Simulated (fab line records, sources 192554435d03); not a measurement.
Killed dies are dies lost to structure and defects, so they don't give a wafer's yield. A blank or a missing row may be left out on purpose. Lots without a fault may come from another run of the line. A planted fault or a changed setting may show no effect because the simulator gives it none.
Chamber matching | flow n5_finfet | N5_BEOL_M7_ETCH_72 on rie_diel-04: 4 sister chambers
The step etches underlayer in N2/H2, target depth 6.5 nm, time 5.2 s. 4 wafers are shown with their chamber, then 7 later ones without.

WAFERS WITH THEIR CHAMBER
wafer  | chamber | showerhead_plenum_p_Torr (Torr)
L080.1 | 0       | 2.50
L085.3 | 1       | 2.61
L086.3 | 2       | 2.45
L086.4 | 3       | 2.54

WAFERS WITHOUT THEIR CHAMBER
wafer  | showerhead_plenum_p_Torr (Torr)
L086.5 | 2.61
L090.1 | 2.61
L090.2 | 2.45
L090.6 | 2.45
L094.1 | 2.49
L094.5 | 2.49
L094.6 | 2.54

WHICH CHAMBER EACH WENT THROUGH
wafer  | from the rows above | in truth
L086.5 | 1                   | 1
L090.1 | 1                   | 1
L090.2 | 2                   | 2
L090.6 | 2                   | 2
L094.1 | 0                   | 0
L094.5 | 0                   | 0
L094.6 | 3                   | 3
Placed correctly: 7 of 7. Can't be placed from these rows: 0. Placed wrongly: 0.
How it was worked out, from the rows above alone: a wafer's distance from a chamber is the root of the sum, over the readings, of the square of ((its reading less the chamber's mean) divided by the reading's scatter). The wafer belongs to the nearest chamber; if the next one is less than 2 further off, it can't be placed. A chamber's mean is the mean of its shown wafers. The scatter: with one shown wafer a chamber, the root of the mean of the squares of how far each hidden wafer lies from its nearest shown one.
